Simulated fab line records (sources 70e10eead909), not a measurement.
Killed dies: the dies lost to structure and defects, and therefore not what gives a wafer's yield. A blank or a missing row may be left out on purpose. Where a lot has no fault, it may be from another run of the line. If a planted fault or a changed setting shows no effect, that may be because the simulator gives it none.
Chamber matching :: flow nand_harc :: 3 sister chambers for NHARC_P_CONTACT_DEP_30 on pecvd-01
The step deposits SiNx, target thk 30 nm. 3 wafers are shown with their chamber, then 10 later ones without.

## EACH WAFER AND ITS CHAMBER
wafer: L083.4
chamber: 2
heater_power_w (W): 878

wafer: L086.1
chamber: 1
heater_power_w (W): 613

wafer: L086.2
chamber: 0
heater_power_w (W): 702

## WAFERS MISSING THEIR CHAMBER
wafer: L086.4
heater_power_w (W): 705

wafer: L088.3
heater_power_w (W): 822

wafer: L088.4
heater_power_w (W): 697

wafer: L088.6
heater_power_w (W): 817

wafer: L089.4
heater_power_w (W): 628

wafer: L089.5
heater_power_w (W): 811

wafer: L089.6
heater_power_w (W): 674

wafer: L095.2
heater_power_w (W): 645

wafer: L095.3
heater_power_w (W): 709

wafer: L095.4
heater_power_w (W): 642

## EACH ONE'S CHAMBER
wafer: L086.4
from the rows above: 0
in truth: 0

wafer: L088.3
from the rows above: can't be placed: 2 or 0
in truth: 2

wafer: L088.4
from the rows above: 0
in truth: 0

wafer: L088.6
from the rows above: can't be placed: 2 or 0
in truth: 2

wafer: L089.4
from the rows above: can't be placed: 1 or 0
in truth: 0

wafer: L089.5
from the rows above: can't be placed: 2 or 0
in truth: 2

wafer: L089.6
from the rows above: can't be placed: 0 or 1
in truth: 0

wafer: L095.2
from the rows above: can't be placed: 1 or 0
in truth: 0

wafer: L095.3
from the rows above: 0
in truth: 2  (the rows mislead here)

wafer: L095.4
from the rows above: can't be placed: 1 or 0
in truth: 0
Correct placement for 2 of the 10. Can't be placed from these rows: 7 (the true chamber is among the candidates in 7). Placed wrongly: 1.
How it was worked out, from the rows above alone: a wafer's distance from a chamber is the root of the sum, over the readings, of the square of ((its reading less the chamber's mean) divided by the reading's scatter). The wafer belongs to the nearest chamber; if the next one is less than 2 further off, it can't be placed. A chamber's mean is the mean of its shown wafers. The scatter: root of mean squared gap, hidden wafer to nearest shown wafer, with one shown wafer a chamber.
